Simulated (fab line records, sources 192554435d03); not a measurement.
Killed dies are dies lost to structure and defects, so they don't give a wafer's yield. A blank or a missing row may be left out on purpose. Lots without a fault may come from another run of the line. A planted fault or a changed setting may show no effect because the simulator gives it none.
fab line records | flow n5_finfet
record lots=7 wafers=21 last_day=18
route steps=1938 shown BEOL_M3@986 BEOL_M4@1111 PASSIVATION@1936
lots that met no fault: from a run of the same line without faults
start_h: hours from the record's first day to the start of the lot's first wafer shown | wait_h: hours since the lot's step before | " the same as in the row above | L1.1+2: a row that stands for several wafers | - no value, or no start given | * or withheld: withheld | < > ~ a bound
route shown NAME@n: a module of which the file shows steps, and the number in the route of the first | usual: mean/standard deviation of fault-free wafers | same: alike in all rows | chamber/n: place in a boat | sites: the reading at each site | _std_site: their standard deviation | _edge_site: outer sites' mean less inner sites' | radius_mm: how far each site lies from the wafer's centre | mask NAME#n: copy n | behind: the tool/chamber that last shaped the wafer | hold: why the lot was held/for how many hours/how that ended | device: the transistor (n, p or np) that didn't switch | end of line: the same wafers' tests at the end of the route | a step without rows: its recipe alone | killed: dies lost to structure and defects at the first sort, not the wafer's yield | map: a wafer's dies, x killed, . not, _ none there
set.NAME: the setting as run; set.NAME@STEP: as run at that earlier step | model.NAME: the simulator's own value behind a step, which no gauge read
lots at some steps of the route; a table a step, a row a wafer
services: from which hour (start_h, from the record's first day; less than 0 if before it) a tool's chamber was out of use, for how many hours, and why
## steps
# step N5_BEOL_M3_PRECLEAN_42
# recipe chemistry=residue_remover time_s=60 temp_c=40
# step N5_BEOL_M3_SRD_43
# recipe time_s=30 temp_c=23 rinse_liquid=diw dry=ipa_marangoni
# step N5_BEOL_M3_CD_MEAS_35
# recipe target_cd_nm=18 target_cd_y_nm=21 polarity=opening
# usual cd_nm=18.10/0.26
# columns lot.wafer tool chamber start_h wait_h cd_nm
L888.1 cd_sem-02 - 171.70 0.0 17.63
L888.5 " - " " 18.11
L888.6 " - " " 18.20
L893.1 cd_sem-02 - 202.23 0.0 18.17
L893.3 " - " " 18.32
L893.6 " - " " 18.07
L896.2 cd_sem-01 - 229.00 0.0 17.58
L896.3 " - " " 18.24
L896.4 " - " " 17.67
L904.1 cd_sem-01 - 267.06 0.0 18.39
L904.5 " - " " 18.48
L904.6 " - " " 17.96
L907.1 cd_sem-03 - 284.35 0.0 18.32
L907.4 " - " " 18.28
L907.6 " - " " 18.04
L905.2 cd_sem-03 - 295.40 0.0 18.00
L905.4 " - " " 17.69
L905.6 " - " " 18.37
L906.2 cd_sem-01 - 296.25 0.0 18.05
L906.4 " - " " 18.24
L906.6 " - " " 17.93
# step N5_BEOL_M3_DEGAS_44
# recipe ambient=vacuum temp_c=250 time_s=60
# usual heater_power_w=332/34
# columns lot.wafer tool chamber start_h wait_h heater_power_w
L888.1 pvd_sputter-03 - 171.76 0.1 293
L888.5 " - " " 399
L888.6 " - " " 346
L893.1 pvd_sputter-02 - 202.35 0.1 305
L893.3 " - " " 369
L893.6 " - " " 302
L896.2 pvd_sputter-03 - 229.07 0.1 399
L896.3 " - " " 298
L896.4 " - " " 339
L904.1 pvd_sputter-02 - 267.43 0.4 323
L904.5 " - " " 331
L904.6 " - " " 356
L907.1 pvd_sputter-03 - 284.66 0.3 393
L907.4 " - " " 407
L907.6 " - " " 304
L905.2 pvd_sputter-03 - 295.80 0.4 380
L905.4 " - " " 347
L905.6 " - " " 300
L906.2 pvd_sputter-02 - 297.58 1.3 368
L906.4 " - " " 302
L906.6 " - " " 326
# step N5_BEOL_M3_PRE_CLEAN_45
# recipe gas=H2/He time_s=30 temp_c=250
# step N5_BEOL_M3_ALD_84
# recipe material=TaN target_thk_a=* temp_c=275 ald_precursor_family=PDMAT ald_co_reactant=NH3 pressure_torr=3 carrier_flow_sccm=1500 pulse_time_s=2 purge_time_s=3 co_reactant_purge_time_s=2 co_reactant_pulse_time_s=3 ald_cycles=30 precursor_vessel_temp_c=75 precursor_vessel_pressure_torr=26.25 precursor_vessel_carrier_sccm=1000
# step N5_BEOL_M3_SURFACE_TREAT_85
# recipe gas=Ar time_s=* ion_energy_ev=* ion_current_ma_cm2=0.5 pressure_mtorr=* ar_flow_sccm=30
# usual ar_flow_sccm=30.00/0.087 throttle_valve_pct=*
# columns lot.wafer tool chamber start_h wait_h ar_flow_sccm throttle_valve_pct
L888.1 pvd_sputter-02 - 172.09 0.1 29.93 *
L888.5 " - " " 30.01 *
L888.6 " - " " 29.99 *
L893.1 pvd_sputter-01 - 203.07 0.4 30.02 *
L893.3 " - " " 29.96 *
L893.6 " - " " 30.05 *
L896.2 pvd_sputter-03 - 229.40 0.1 30.02 *
L896.3 " - " " 29.97 *
L896.4 " - " " 30.02 *
L904.1 pvd_sputter-01 - 267.82 0.2 30.17 *
L904.5 " - " " 30.12 *
L904.6 " - " " 30.06 *
L907.1 pvd_sputter-02 - 285.02 0.2 30.08 *
L907.4 " - " " 29.96 *
L907.6 " - " " 30.10 *
L905.2 pvd_sputter-01 - 296.14 0.1 30.07 *
L905.4 " - " " 29.98 *
L905.6 " - " " 30.05 *
L906.2 pvd_sputter-02 - 297.92 0.1 30.09 *
L906.4 " - " " 29.98 *
L906.6 " - " " 30.00 *
# step N5_BEOL_M3_CVD_47
# recipe material=Co target_thk_a=30 temp_c=withheld precursor=CCTBA/H2 pressure_torr=30 time_s=223.8
# step N5_BEOL_M3_SPUTTER_48
# recipe material=Cu target_thk_a=45 temp_c=-20 chamber_pressure_pa=0.07 power_w=withheld time_s=8.29
# step N5_BEOL_M3_ANNEAL_49
# recipe temp_c=400 time_s=240 ambient=vacuum
# usual heater_power_w=827/84 susceptor_temp_C_max=401.0/0.39
# columns lot.wafer tool chamber start_h wait_h heater_power_w susceptor_temp_C_max
L888.1 pvd_sputter-01 - 172.39 0.0 802 401.8
L888.5 " - " " 741 400.8
L888.6 " - " " 801 401.6
L893.1 pvd_sputter-01 - 203.65 0.0 869 400.6
L893.3 " - " " 849 401.0
L893.6 " - " " 829 401.2
L896.2 pvd_sputter-02 - 231.41 0.0 738 400.6
L896.3 " - " " 752 400.7
L896.4 " - " " 918 400.3
L904.1 pvd_sputter-01 - 268.27 0.0 822 401.3
L904.5 " - " " 729 400.6
L904.6 " - " " 822 401.6
L907.1 pvd_sputter-02 - 285.32 0.0 750 401.2
L907.4 " - " " 837 401.9
L907.6 " - " " 759 401.3
L905.2 pvd_sputter-01 - 296.54 0.0 852 400.3
L905.4 " - " " 727 400.6
L905.6 " - " " 842 401.3
L906.2 pvd_sputter-03 - 298.30 0.0 1013 401.2
L906.4 " - " " 834 401.0
L906.6 " - " " 863 400.7
# step N5_BEOL_M3_SPUTTER_79
# recipe material=Cu target_thk_a=45 temp_c=-20 chamber_pressure_pa=0.07 power_w=withheld time_s=8.29
# step N5_BEOL_M3_ANNEAL_80
# recipe temp_c=400 time_s=240 ambient=vacuum
# usual heater_power_w=825/83 susceptor_temp_C_max=401.0/0.34
# columns lot.wafer tool chamber start_h wait_h heater_power_w susceptor_temp_C_max
L888.1 pvd_sputter-01 - 172.61 0.0 791 401.5
L888.5 " - " " 724 401.1
L888.6 " - " " 814 401.7
L893.1 pvd_sputter-01 - 203.87 0.0 857 400.9
L893.3 " - " " 820 401.3
L893.6 " - " " 815 400.9
L896.2 pvd_sputter-02 - 231.63 0.0 773 401.4
L896.3 " - " " 724 401.9
L896.4 " - " " 947 400.9
L904.1 pvd_sputter-01 - 268.49 0.0 773 401.8
L904.5 " - " " 732 400.7
L904.6 " - " " 798 401.3
L907.1 pvd_sputter-02 - 285.54 0.0 724 400.8
L907.4 " - " " 828 401.0
L907.6 " - " " 758 400.7
L905.2 pvd_sputter-01 - 296.76 0.0 873 400.8
L905.4 " - " " 741 401.0
L905.6 " - " " 815 400.9
L906.2 pvd_sputter-03 - 298.52 0.0 975 401.1
L906.4 " - " " 848 401.3
L906.6 " - " " 857 401.2
# step N5_BEOL_M3_SPUTTER_81
# recipe material=Cu target_thk_a=45 temp_c=-20 chamber_pressure_pa=0.07 power_w=withheld time_s=8.29
# usual chamber_pressure_pa=0.06999/0.00014 chuck_gas_flow_sccm=1.27/0.054 throttle_valve_pct=29.6/1.1
# columns lot.wafer tool chamber start_h wait_h chamber_pressure_pa chuck_gas_flow_sccm throttle_valve_pct
L888.1 pvd_sputter-01 - 172.75 0.1 0.07023 1.26 27.7
L888.5 " - " " 0.06992 1.09 30.8
L888.6 " - " " 0.06996 1.27 27.5
L893.1 pvd_sputter-01 - 204.01 0.1 0.06985 1.27 29.7
L893.3 " - " " 0.06998 1.20 29.1
L893.6 " - " " 0.07005 1.27 29.1
L896.2 pvd_sputter-02 - 231.77 0.1 0.07001 1.28 29.4
L896.3 " - " " 0.06991 1.29 30.1
L896.4 " - " " 0.06994 1.20 27.3
L904.1 pvd_sputter-01 - 268.63 0.1 - - -
L904.5 " - " " - - -
L904.6 " - " " - - -
L907.1 pvd_sputter-02 - 285.68 0.1 - - -
L907.4 " - " " - - -
L907.6 " - " " - - -
L905.2 pvd_sputter-01 - 296.90 0.1 - - -
L905.4 " - " " - - -
L905.6 " - " " - - -
L906.2 pvd_sputter-03 - 298.66 0.1 0.07002 1.43 30.4
L906.4 " - " " 0.06988 1.26 28.7
L906.6 " - " " 0.07009 1.17 29.2
# step N5_BEOL_M3_ANNEAL_82
# recipe temp_c=400 time_s=240 ambient=vacuum
# usual heater_power_w=827/85 susceptor_temp_C_max=401.0/0.38
# columns lot.wafer tool chamber start_h wait_h heater_power_w susceptor_temp_C_max
L888.1 pvd_sputter-01 - 172.83 0.0 820 400.9
L888.5 " - " " 709 400.3
L888.6 " - " " 812 401.2
L893.1 pvd_sputter-01 - 204.09 0.0 872 400.8
L893.3 " - " " 865 401.5
L893.6 " - " " 843 401.0
L896.2 pvd_sputter-02 - 231.85 0.0 753 400.9
L896.3 " - " " 711 401.1
L896.4 " - " " 942 400.3
L904.1 pvd_sputter-01 - 268.71 0.0 802 401.3
L904.5 " - " " 758 400.8
L904.6 " - " " 822 401.8
L907.1 pvd_sputter-02 - 285.76 0.0 742 401.7
L907.4 " - " " 814 401.1
L907.6 " - " " 758 401.0
L905.2 pvd_sputter-01 - 296.98 0.0 862 400.9
L905.4 " - " " 724 400.9
L905.6 " - " " 808 401.0
L906.2 pvd_sputter-03 - 298.74 0.0 985 400.6
L906.4 " - " " 874 401.1
L906.6 " - " " 848 400.7
# step N5_BEOL_M4_RC_MEAS_101
# usual DIBL_N=36.5/1.4 DIBL_P=36.9/1.7 IOFF_N=0.163/0.023 IOFF_P=0.22/0.032 ION_N=673/9 ION_P=462/7.5 SS_N=71.6/0.54 SS_P=73.4/0.62 VT_N=249.8/2.8 VT_P=-250/3.5
# columns lot.wafer tool chamber start_h wait_h DIBL_N[mV/V] DIBL_P[mV/V] IOFF_N[nA/um] IOFF_P[nA/um] ION_N[uA/um] ION_P[uA/um] SS_N[mV/dec] SS_P[mV/dec] VT_N[mV] VT_P[mV]
L888.1 prober-01 0 188.00 0.0 36.7 35.4 0.156 0.24 675 472 72.0 73.0 249.7 -245
L888.5 " 0 " " 35.1 34.0 0.132 0.23 671 469 71.3 72.5 254.2 -244
L888.6 " 0 " " 37.3 36.6 0.178 0.28 685 480 71.7 73.7 246.4 -240
L893.1 prober-02 0 215.92 0.0 36.6 39.1 0.176 0.22 669 454 71.5 73.7 249.1 -252
L893.3 " 0 " " 34.6 35.8 0.136 0.16 664 455 70.8 73.2 254.3 -255
L893.6 " 0 " " 34.4 36.0 0.128 0.16 662 450 71.2 72.7 254.2 -259
L896.2 prober-02 0 245.77 0.2 35.2 34.9 0.137 0.19 676 460 70.7 72.8 252.8 -253
L896.3 " 0 " " 35.3 34.9 0.141 0.20 666 461 70.8 72.9 253.7 -248
L896.4 " 0 " " 36.9 37.8 0.178 0.24 680 467 71.6 73.4 248.0 -251
L904.1 prober-02 0 282.12 0.0 34.8 36.2 0.133 0.17 662 451 70.5 73.5 252.7 -255
L904.5 " 0 " " 34.5 36.6 0.137 0.17 670 450 70.9 73.3 251.2 -252
L904.6 " 0 " " 34.7 36.0 0.135 0.16 663 451 71.5 72.9 251.8 -258
L907.1 prober-02 0 303.67 0.0 36.8 35.8 0.174 0.24 670 468 71.3 73.7 247.3 -249
L907.4 " 0 " " 36.5 34.9 0.172 0.23 662 455 72.4 73.5 248.9 -249
L907.6 " 0 " " 35.4 34.1 0.147 0.22 671 462 71.2 72.8 249.3 -249
L905.2 prober-01 0 307.80 0.2 33.6 33.8 0.129 0.17 665 462 70.9 72.0 249.9 -254
L905.4 " 0 " " 34.3 35.2 0.147 0.19 677 464 70.7 73.3 246.3 -250
L905.6 " 0 " " 32.6 33.7 0.118 0.17 672 468 70.5 72.9 253.8 -254
L906.2 prober-02 0 310.03 0.2 37.8 36.4 0.151 0.20 665 457 72.0 73.1 253.7 -251
L906.4 " 0 " " 37.6 36.6 0.159 0.21 675 461 72.3 73.2 249.4 -250
L906.6 " 0 " " 36.4 35.7 0.138 0.19 663 454 71.3 73.0 255.7 -251
# step N5_PASSIVATION_PROBE_49
# usual defect_limited_yield=91.2/1.4 killed_at_M0_to_M3=35/11 killed_at_M4_up=12/4.2 killed_at_contacts=13/5.6 killed_at_front_end=40/12 killed_at_other=3.3/2.6 killed_dies=103/17 killed_open=68/12 killed_short=34/7.6 sort_bin_5_function=5.1/0.95 sort_bin_6_memory=3.3/0.68 sort_n_pass=1077/17 sort_yield_pct=91.2/1.4
# same gross_dies=1180 killed_at_back_side=0 sort_bin_4_leakage[%]=0 sort_bin_8_speed[%]=0
# columns lot.wafer tool chamber start_h wait_h defect_limited_yield[%] killed_at_M0_to_M3 killed_at_M4_up killed_at_contacts killed_at_front_end killed_at_other killed_dies killed_open killed_short sort_bin_5_function[%] sort_bin_6_memory[%] sort_n_pass sort_yield_pct[%]
L904.1 prober-02 - 382.98 0.0 90.8 56 6 11 28 7 108 75 27 5.7 3.1 1072 90.8
L904.5 prober-02 - 383.18 0.2 91.3 44 15 18 20 6 103 66 34 5.0 3.3 1077 91.3
L904.6 prober-02 - 383.23 0.3 89.5 56 9 14 39 6 124 73 44 7.0 3.2 1056 89.5
L905.2 prober-02 - 414.47 0.1 92.0 23 16 12 42 1 94 61 27 4.9 2.7 1086 92.0
L905.4 prober-02 - 414.57 0.2 91.7 26 19 13 40 0 98 59 31 4.9 3.2 1082 91.7
L905.6 prober-02 - 414.67 0.3 92.1 25 20 12 35 1 93 69 15 4.5 3.1 1087 92.1
L907.1 prober-02 - 426.85 0.0 91.4 41 15 11 31 3 101 55 38 4.5 3.3 1079 91.4
L907.4 prober-02 - 427.00 0.2 90.6 31 9 5 65 1 111 67 38 5.3 3.6 1069 90.6
L907.6 prober-02 - 427.10 0.3 91.6 27 18 7 44 3 99 65 28 5.3 3.0 1081 91.6
# killed by level:class
L904.1 BEOL_M3:geometric_particle:open=13 FIN_SAQP:geometric_particle:open=10 BEOL_M0_SAQP:geometric_particle:open=9 BEOL_M0_SAQP:geometric_particle:short=8 BEOL_M0:geometric_particle:open=7 MOL_CONTACT_COAG:geometric_particle:short=6 BEOL_M1:geometric_particle:open=6 STI_FIN_REVEAL:geometric_particle:open=5
L904.5 MOL_CONTACT_COAG:geometric_particle:open=15 BEOL_M0_SAQP:geometric_particle:short=13 BEOL_M0_SAQP:geometric_particle:open=8 BEOL_M2:geometric_particle:open=7 BEOL_M3:geometric_particle:open=7 BEOL_M4:geometric_particle:open=6 FIN_SAQP:geometric_particle:open=4 GATE_CUT:geometric_particle:short=4
L904.6 MOL_CONTACT_COAG:geometric_particle:open=13 BEOL_M0_SAQP:geometric_particle:short=12 STI_FIN_REVEAL:geometric_particle:open=10 BEOL_M0_SAQP:geometric_particle:open=8 BEOL_M3:geometric_particle:open=8 BEOL_M1:geometric_particle:open=6 BEOL_M1:geometric_particle:short=6 SPACER0:geometric_particle:short=5
L905.2 MOL_CONTACT_COAG:geometric_particle:open=11 FIN_SAQP:geometric_particle:open=9 FIN_SAQP:geometric_particle:short=9 BEOL_M4:geometric_particle:open=8 STI_FIN_REVEAL:geometric_particle:open=6 BEOL_M2:geometric_particle:open=5 BEOL_M0_SAQP:geometric_particle:short=4 BEOL_M3:interface_void_opened=4
L905.4 BEOL_M4:geometric_particle:open=14 FIN_SAQP:geometric_particle:short=12 MOL_CONTACT_COAG:geometric_particle:open=10 FIN_SAQP:geometric_particle:open=9 STARTING-WAFER:geometric_particle:short=5 BEOL_M3:interface_void_opened=5 BEOL_M0:geometric_particle:open=4 BEOL_M3:geometric_particle:open=4
L905.6 FIN_SAQP:geometric_particle:open=11 BEOL_M4:geometric_particle:open=11 MOL_CONTACT_COAG:geometric_particle:open=10 BEOL_M2:geometric_particle:open=10 DUMMY_GATE:geometric_particle:open=9 BEOL_M3:interface_void_opened=6 BEOL_M3:geometric_particle:open=4 BEOL_M8:geometric_particle:open=3
L907.1 BEOL_M0_SAQP:geometric_particle:short=11 MOL_CONTACT_COAG:geometric_particle:open=8 BEOL_M0_SAQP:geometric_particle:open=8 BEOL_M3:interface_void_opened=7 STI_FIN_REVEAL:geometric_particle:open=6 GATE_CUT:geometric_particle:short=6 BEOL_M1:geometric_particle:open=5 BEOL_M2:geometric_particle:open=5
L907.4 STI_FIN_REVEAL:geometric_particle:open=32 BEOL_M0_SAQP:geometric_particle:short=11 STI_FIN_REVEAL:geometric_particle:short=10 BEOL_M3:interface_void_opened=6 FIN_SAQP:geometric_particle:short=5 FIN_SAQP:geometric_particle:open=4 MOL_CONTACT_COAG:geometric_particle:open=4 BEOL_M2:geometric_particle:open=4
L907.6 STI_FIN_REVEAL:geometric_particle:open=11 FIN_SAQP:geometric_particle:short=9 FIN_SAQP:geometric_particle:open=7 MOL_CONTACT_COAG:geometric_particle:open=7 BEOL_M8:geometric_particle:open=7 BEOL_M0_SAQP:geometric_particle:open=6 STI_FIN_REVEAL:geometric_particle:short=5 BEOL_M3:interface_void_opened=5
## services
# columns tool chamber start_h hours kind
pvd_sputter-01 - 281.97 1.4 repair
## key
first_sign step=N5_BEOL_M3_SPUTTER_81 reading=tool_record direction=missing
effect none on later readings
met_at N5_BEOL_M3_SPUTTER_81
struck_wafers L904.1,L904.5,L904.6,L905.2,L905.4,L905.6,L907.1,L907.4,L907.6
onset_between 231.77 268.63
fault kind=skipped_step_whole tool=pvd_sputter-01,pvd_sputter-02 chamber=- onset_h=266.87 steps=N5_BEOL_M3_SPUTTER_81 scope=struck_lots_only
